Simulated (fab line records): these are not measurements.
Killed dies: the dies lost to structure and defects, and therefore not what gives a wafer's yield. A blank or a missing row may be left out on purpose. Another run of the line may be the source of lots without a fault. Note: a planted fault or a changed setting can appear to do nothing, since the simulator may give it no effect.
Matching of chambers ; flow nand harc ; NHARC_P_CONTACT_ALD_22 on ald metal-03 has 4 sister chambers
The step deposits TiN, target thk 3 nm, pulse time 1 s, ald cycles 150. 14 wafers are shown with their chamber, then 7 later ones without.

== WAFERS, EACH WITH ITS CHAMBER ==
wafer;chamber;heater power w (W);precursor pulse height rel
L077.1;1;1296;1.003
L077.2;2;1110;0.961
L077.5;3;1333;0.994
L079.1;1;1240;0.981
L079.5;3;1314;0.991
L079.6;2;1090;1.011
L081.2;3;1325;0.979
L081.3;1;1288;1.012
L081.6;3;1325;1.006
L086.3;2;1039;0.972
L086.4;0;945;0.985
L086.6;2;1033;1.037
L091.3;0;953;0.997
L091.5;3;1297;0.985

SIGNATURES (means of the wafers above)
reading;chamber 0;chamber 1;chamber 2;chamber 3;scatter within a chamber
heater power w;949.00;1274.67;1068.00;1318.80;26.4
precursor pulse height rel;0.99100;0.99867;0.99525;0.99100;0.0217
Rule: a wafer's distance from a chamber is the root of the sum, over the readings, of the square of ((its reading less the chamber's mean) divided by the reading's scatter). The wafer belongs to the nearest chamber; if the next one is less than 2 further off, it can't be placed. The scatter: the root of (the sum of the squares of (reading less its chamber's mean) over the shown wafers, divided by (wafers less chambers)).

== WAFERS WHOSE CHAMBER IS MISSING ==
wafer;heater power w (W);precursor pulse height rel
L091.6;1038;1.033
L095.1;1325;1.036
L095.4;1041;0.989
L095.5;1284;0.994
L097.1;1302;1.024
L097.3;1325;1.010
L097.6;1009;0.979

== WHICH CHAMBER EACH ONE RAN IN ==
wafer;from the rows above;in truth
L091.6;can't be placed: 2 or 0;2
L095.1;can't be placed: 3 or 1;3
L095.4;2;2
L095.5;can't be placed: 1 or 3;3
L097.1;can't be placed: 1 or 3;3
L097.3;can't be placed: 3 or 1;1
L097.6;can't be placed: 0 or 2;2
Correct placement for 1 of the 7. Unplaceable from these rows: 6, with the true chamber sitting among the candidates in 6. 0 placed wrongly.
